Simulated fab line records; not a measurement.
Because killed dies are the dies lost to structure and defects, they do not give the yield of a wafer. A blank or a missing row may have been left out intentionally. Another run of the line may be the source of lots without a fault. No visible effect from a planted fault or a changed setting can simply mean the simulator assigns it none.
Split-lot trial + flow n5-finfet + 7 lots, 21 wafers read, on a route of 1938 steps

SPLIT DETAILS
At N5_GATE_CUT_COAT_07 (resist thk 30 nm), the setting spin-rpm was moved away from the recipe's 1500 rpm on 5 of the 21 wafers read, by -9.6% to -5.0%. For the rest of the wafers, this setting stayed at what the recipe calls for.

FROM THE SPLIT TO THE READING: what the file shows between them, 4 steps
- N5_GATE_CUT_EBR_09
- N5_GATE_CUT_SOFTBAKE_08: time 60 s
- N5_GATE_CUT_DESCUM_18: chemistry O2, time 7 s
- N5_GATE_CUT_ETCH_28: etches underlayer in N2/H2, target depth 13 nm, time 10.4 s

THE READING
CAR-EUV_of_GATE_CUT_COAT_07.thk-nm (the simulator's own value, which no gauge read), in nm, at N5_GATE_CUT_ETCH_36 (etches SiARC in CF4, target depth 13 nm, time 21.7 s). There is no usual value for it anywhere in the file. Across the 16 wafers here that went through the recipe, the average is 6.8 nm and the standard deviation 0.26 nm.

| wafer  | tool, chamber at the split | spin-rpm as run, rpm | against the recipe | CAR-EUV_of_GATE_CUT_COAT_07.thk-nm, nm | against lot-mates on the recipe |
|--------|----------------------------|----------------------|--------------------|----------------------------------------|---------------------------------|
| L078.1 | litho-track-03, 0          | 1425                 | -5.0%              | 7.6                                    | +0.8                            |
| L078.4 | litho-track-03, 0          | 1425                 | -5.0%              | 7.4                                    | +0.6                            |
| L078.5 | litho-track-03, 0          | 1500                 | recipe             | 6.8                                    | -                               |
| L079.1 | litho-track-03, 0          | 1500                 | recipe             | 6.8                                    | -                               |
| L079.4 | litho-track-03, 0          | 1500                 | recipe             | 6.8                                    | -                               |
| L079.6 | litho-track-03, 0          | 1500                 | recipe             | 6.2                                    | -                               |
| L082.2 | litho-track-03, 0          | 1407                 | -6.2%              | 8                                      | +1.3                            |
| L082.5 | litho-track-03, 0          | 1500                 | recipe             | 6.4                                    | -                               |
| L082.6 | litho-track-03, 0          | 1500                 | recipe             | 7                                      | -                               |
| L084.3 | litho-track-03, 0          | 1356                 | -9.6%              | 8.6                                    | +1.4                            |
| L084.4 | litho-track-03, 0          | 1356                 | -9.6%              | 9                                      | +1.8                            |
| L084.5 | litho-track-03, 0          | 1500                 | recipe             | 7.2                                    | -                               |
| L088.3 | litho-track-03, 0          | 1500                 | recipe             | 7.2                                    | -                               |
| L088.5 | litho-track-03, 0          | 1500                 | recipe             | 7.2                                    | -                               |
| L088.6 | litho-track-03, 0          | 1500                 | recipe             | 6.8                                    | -                               |
| L089.2 | litho-track-04, 0          | 1500                 | recipe             | 6.8                                    | -                               |
| L089.5 | litho-track-04, 0          | 1500                 | recipe             | 7                                      | -                               |
| L089.6 | litho-track-04, 0          | 1500                 | recipe             | 7                                      | -                               |
| L090.1 | litho-track-03, 0          | 1500                 | recipe             | 6.8                                    | -                               |
| L090.3 | litho-track-03, 0          | 1500                 | recipe             | 6.8                                    | -                               |
| L090.4 | litho-track-03, 0          | 1500                 | recipe             | 6.8                                    | -                               |

THE FIT
A straight line over all 21 wafers: CAR-EUV_of_GATE_CUT_COAT_07.thk-nm changes by -0.189 nm for each +1% of spin-rpm; r = -0.92; the points scatter about the line by 0.27 nm.
The same after taking each lot's own level away (the mean of its wafers on the recipe; 21 wafers): -0.168 nm for each +1%; r = -0.94; scatter 0.2 nm.
The reading moves by 1.6 nm for the largest change in spin-rpm, on that fit.
Across the lots, their own levels run from 6.60 to 7.20 nm, a range of 2.3 times the standard deviation given above.
Hence the slope depends on the lot-to-lot level, as the two fits are not the same.
Check: for one of the wafers moved furthest among these (-9.6%), held out of the fit, the line's prediction against its lot-mates is +1.72 nm. Against them it came out at +1.4 nm.

FURTHER SPLITS ON THESE WAFERS
Before the reading, these wafers also passed through other splits. Each is held against what the fit with the lots' levels taken away leaves over:
| other split on the same wafers        | wafers away from the commonest value | r with CAR-EUV_of_GATE_CUT_COAT_07.thk-nm (lot level and that fit taken away) |
|---------------------------------------|--------------------------------------|-------------------------------------------------------------------------------|
| N5_SD_EPI_P_DEVELOP_08 develop-time-s | 7                                    | -0.04                                                                         |
| N5_HKMG_FIN_HK_ALD_01 ald-cycles      | 7                                    | -0.05                                                                         |
| N5_HKMG_FIN_COAT_41 spin-rpm          | 8                                    | +0.21                                                                         |
| N5_GATE_CUT_COAT_27 spin-rpm          | 6                                    | +0.57                                                                         |

THE WHOLE CHAIN: every reading that the file lists as answering this split, in the file's order
| step                | what it does                                                | reading                                                                             | change (the file's fit)                                                                 | r (the file's) |
|---------------------|-------------------------------------------------------------|-------------------------------------------------------------------------------------|-----------------------------------------------------------------------------------------|----------------|
| N5_GATE_CUT_COAT_07 | resist thk 30 nm                                            | CAR-EUV_of_GATE_CUT_COAT_07.thk-nm (the simulator's own value, which no gauge read) | -0.164 nm for each +1% of the setting                                                   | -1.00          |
| N5_GATE_CUT_ETCH_36 | etches SiARC in CF4, target depth 13 nm, time 21.7 s        | CAR-EUV_of_GATE_CUT_COAT_07.thk-nm (the simulator's own value, which no gauge read) | -0.173 nm for each +1% of the setting                                                   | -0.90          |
| N5_GATE_CUT_ETCH_28 | etches underlayer in N2/H2, target depth 13 nm, time 10.4 s | CAR-EUV_of_GATE_CUT_COAT_07.thk-nm (the simulator's own value, which no gauge read) | -0.163 nm for each +1% of the setting, in a fit together with spin-rpm@GATE_CUT_COAT_27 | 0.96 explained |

FILE'S OWN FIT
CAR-EUV_of_GATE_CUT_COAT_07.thk-nm changes by -0.173 nm for each +1% of spin-rpm, r = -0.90.
